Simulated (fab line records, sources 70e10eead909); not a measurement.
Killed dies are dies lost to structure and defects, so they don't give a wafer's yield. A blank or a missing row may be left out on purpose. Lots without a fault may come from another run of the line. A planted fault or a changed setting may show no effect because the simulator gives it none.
Which tool did it? | flow nand_harc | 12 lots, 36 wafers sampled, at 6 steps of a route of 1302

WHAT THE GAUGES READ, wafer by wafer
NHARC_P_START_INSPECT_01. Usual: raw_defect_count 3.7, standard deviation 1.9.
lot  | measured     | on                | raw_defect_count | flag
L761 | day 2 06:02  | defect_inspect-02 | 1 7 3            |
L762 | day 2 16:02  | defect_inspect-02 | 1 4 8            |
L763 | day 3 02:02  | defect_inspect-01 | 3 2 2            |
L764 | day 3 12:02  | defect_inspect-01 | 5 2 4            |
L765 | day 3 22:02  | defect_inspect-01 | 4 4 5            |
L766 | day 4 08:02  | defect_inspect-02 | 5 3 5            |
L775 | day 8 02:02  | defect_inspect-01 | 5 3 7            |
L776 | day 8 12:02  | defect_inspect-01 | 0 4 7            |
L778 | day 9 08:03  | defect_inspect-02 | 4 4 4            |
L780 | day 10 04:02 | defect_inspect-01 | 3 3 3            |
L781 | day 10 14:02 | defect_inspect-02 | 3 5 2            |
L782 | day 11 00:02 | defect_inspect-02 | 3 0 5            |

NHARC_P_ZERO_WELL_CD_MEAS_52: target cd 2000 nm. Usual: cd_nm 1999.9 nm, standard deviation 2.6.
lot  | measured     | on        | cd_nm (nm)                                | flag
L761 | day 2 14:43  | cd_sem-01 | 2001.5 1999.9 2001.5                      |
L762 | day 2 21:30  | cd_sem-02 | 2000.8 1998.5 1999.9                      |
L763 | day 3 07:55  | cd_sem-02 | 1995.2 1997.2 1997.2                      |
L764 | day 3 17:55  | cd_sem-03 | 2004.7 2005.3 2004.0                      |
L765 | day 4 04:04  | cd_sem-02 | 1920.9 1917.2 1917.0 1921.0 1916.8 1916.7 | OFF
L766 | day 4 13:59  | cd_sem-02 | 1996.9 1996.1 1998.0                      |
L775 | day 8 08:02  | cd_sem-02 | 2000.0 2000.4 1999.1                      |
L776 | day 8 17:38  | cd_sem-03 | 2003.0 1997.1 1999.5                      |
L778 | day 9 13:37  | cd_sem-01 | 2001.6 2002.3 2002.3                      |
L780 | day 10 09:54 | cd_sem-01 | 2001.1 2001.8 2001.4                      |
L781 | day 10 19:58 | cd_sem-03 | 2003.4 2000.5 1998.0                      |
L782 | day 11 05:51 | cd_sem-03 | 1998.8 1999.6 1996.0                      |

NHARC_P_STI_OCD_MEAS_17. Usual: trench_depth_nm 300 nm, standard deviation 5.1; trench_foot_cd_nm 157.2 nm, standard deviation 2.8.
lot  | measured     | on     | trench_depth_nm (nm) | trench_foot_cd_nm (nm) | flag
L761 | day 3 10:39  | ocd-02 | 292 302 304          | 158.5 156.2 159.9      |
L762 | day 3 17:48  | ocd-01 | 305 294 304          | 157.0 155.9 155.1      |
L763 | day 4 01:39  | ocd-01 | 303 299 303          | 158.8 159.9 158.0      |
L764 | day 4 11:37  | ocd-01 | 302 299 297          | 157.2 153.0 157.1      |
L765 | day 4 22:23  | ocd-02 | 299 296 307          | 158.7 154.1 156.6      |
L766 | day 5 09:32  | ocd-01 | 302 300 301          | 152.7 154.9 155.4      |
L775 | day 9 01:54  | ocd-01 | 293 292 300          | 161.8 155.7 158.8      |
L776 | day 9 12:19  | ocd-02 | 300 291 298          | 157.6 161.4 161.6      |
L778 | day 10 08:16 | ocd-01 | 303 296 297          | 158.6 160.7 155.9      |
L780 | day 11 05:39 | ocd-02 | 295 304 305          | 160.7 155.8 161.5      |
L781 | day 11 13:43 | ocd-02 | 301 308 294          | 159.1 157.0 158.1      |
L782 | day 12 01:58 | ocd-01 | 303 292 301          | 158.1 160.8 157.6      |

NHARC_END_SORT_01. Usual: killed_at_array 56, standard deviation 17; killed_at_other 1.2, standard deviation 1.4; killed_at_periphery 4, standard deviation 3.2; killed_dies 61, standard deviation 16; killed_open 3.6, standard deviation 2.1; killed_short 2.7, standard deviation 1.8.
lot  | measured     | on        | killed_at_array | killed_at_other | killed_at_periphery | killed_dies | killed_open | killed_short | flag
L765 | day 26 09:25 | prober-02 | 34 22 23        | 1 3 1           | 14 4 10             | 49 29 34    | 4 2 4       | 8 3 4        |

WHICH TOOL RAN EACH LOT (tool, then ch and the chambers of the sampled wafers, then the start)
lot  | NHARC_P_ZERO_WELL_EXPOSE_49       | NHARC_P_STI_DESCUM_14
L761 | krf_scanner-03 ch 0, day 2 14:33  | rie_diel-11 ch 0,1,3, day 3 10:08
L762 | krf_scanner-03 ch 0, day 2 21:21  | rie_diel-02 ch 0,2,3, day 3 17:17
L763 | krf_scanner-02 ch 0, day 3 07:45  | rie_diel-02 ch 2,3, day 4 00:40
L764 | krf_scanner-03 ch 0, day 3 17:46  | rie_diel-01 ch 0,1,3, day 4 11:05
L765 | krf_scanner-01 ch 0, day 4 03:55  | rie_diel-11 ch 1,2,3, day 4 21:52
L766 | krf_scanner-02 ch 0, day 4 13:50  | rie_diel-02 ch 1,2,3, day 5 09:01
L775 | krf_scanner-01 ch 0, day 8 07:53  | rie_diel-02 ch 0,1, day 9 01:22
L776 | krf_scanner-01 ch 0, day 8 17:29  | rie_diel-11 ch 1,2,3, day 9 11:47
L778 | krf_scanner-02 ch 0, day 9 13:28  | rie_diel-11 ch 0,1, day 10 07:44
L780 | krf_scanner-01 ch 0, day 10 09:45 | rie_diel-01 ch 0,1,3, day 11 05:08
L781 | krf_scanner-01 ch 0, day 10 19:49 | rie_diel-01 ch 1,2,3, day 11 13:11
L782 | krf_scanner-01 ch 0, day 11 05:41 | rie_diel-11 ch 0,2,3, day 12 01:26
- NHARC_P_ZERO_WELL_EXPOSE_49: exposes mask P HVPW, target cd 2000 nm.
- NHARC_P_STI_DESCUM_14: chemistry O2, time 3 s.

WHAT THE TOOLS THEMSELVES READ (means of the sampled wafers that have a number; where no wafer has one, the mark that the record gives instead)
NHARC_P_STI_DESCUM_14. Usual: chamber_pressure_mTorr 59.99 mTorr, standard deviation 0.061; drypump_motor_current_A 5.6 A, standard deviation 0.36; oes_product_au 0.999 a.u., standard deviation 0.014; rf_vpp_V 57.6 V, standard deviation 0.83; showerhead_plenum_p_Torr 1.91 Torr, standard deviation 0.072; throttle_valve_pct 11.309 %, standard deviation 0.0092.
lot  | tool        | chamber_pressure_mTorr (mTorr) | drypump_motor_current_A (A) | oes_product_au (a.u.) | rf_vpp_V (V) | showerhead_plenum_p_Torr (Torr) | throttle_valve_pct (%) | flag
L761 | rie_diel-11 | 59.99                          | 5.7                         | 1.000                 | 58.5         | 1.89                            | 11.309                 |
L762 | rie_diel-02 | 59.99                          | 5.5                         | 0.989                 | 58.1         | 1.96                            | 11.308                 |
L763 | rie_diel-02 | 60.01                          | 5.6                         | 0.990                 | 58.4         | 2.01                            | 11.310                 |
L764 | rie_diel-01 | 59.98                          | 5.7                         | 1.007                 | 58.1         | 1.94                            | 11.308                 |
L765 | rie_diel-11 | 60.01                          | 5.6                         | 0.997                 | 57.8         | 1.89                            | 11.304                 |
L766 | rie_diel-02 | 60.02                          | 5.8                         | 0.995                 | 57.5         | 1.94                            | 11.299                 |
L775 | rie_diel-02 | 59.92                          | 5.4                         | 0.994                 | 57.0         | 1.84                            | 11.310                 |
L776 | rie_diel-11 | 60.01                          | 5.6                         | 0.999                 | 58.6         | 1.89                            | 11.304                 |
L778 | rie_diel-11 | 60.01                          | 6.0                         | 1.012                 | 57.8         | 1.90                            | 11.314                 |
L780 | rie_diel-01 | 59.94                          | 5.8                         | 1.014                 | 57.6         | 1.94                            | 11.315                 |
L781 | rie_diel-01 | 59.98                          | 5.4                         | 0.997                 | 57.4         | 1.93                            | 11.311                 |
L782 | rie_diel-11 | 60.04                          | 5.4                         | 0.999                 | 57.6         | 1.91                            | 11.310                 |

THE ANSWER, worked out from the rows above alone
Rule: a lot is off if the mean of its wafers that have a number lies more than 3 standard deviations from the usual mean. A lot without any number at a reading at which 4 lots or more have one is off too. The other lots that the step has rows for count as sound. The gauges are gone through in route order, then the tools' own readings, and for those a lot's mean is taken as printed above. The first step at which some lot is off is used, and at that step the reading that is off furthest; a lot without a number counts as furthest.
Off: L765, at NHARC_P_ZERO_WELL_CD_MEAS_52 (cd_nm).
A tool fits if, at a process step before that reading, it ran every lot that is off, and no sound lot after the first of them. The gauges at NHARC_P_ZERO_WELL_CD_MEAS_52 are tried like those tools. None of those tried fits.

WHAT THE SIMULATOR HAD PUT IN
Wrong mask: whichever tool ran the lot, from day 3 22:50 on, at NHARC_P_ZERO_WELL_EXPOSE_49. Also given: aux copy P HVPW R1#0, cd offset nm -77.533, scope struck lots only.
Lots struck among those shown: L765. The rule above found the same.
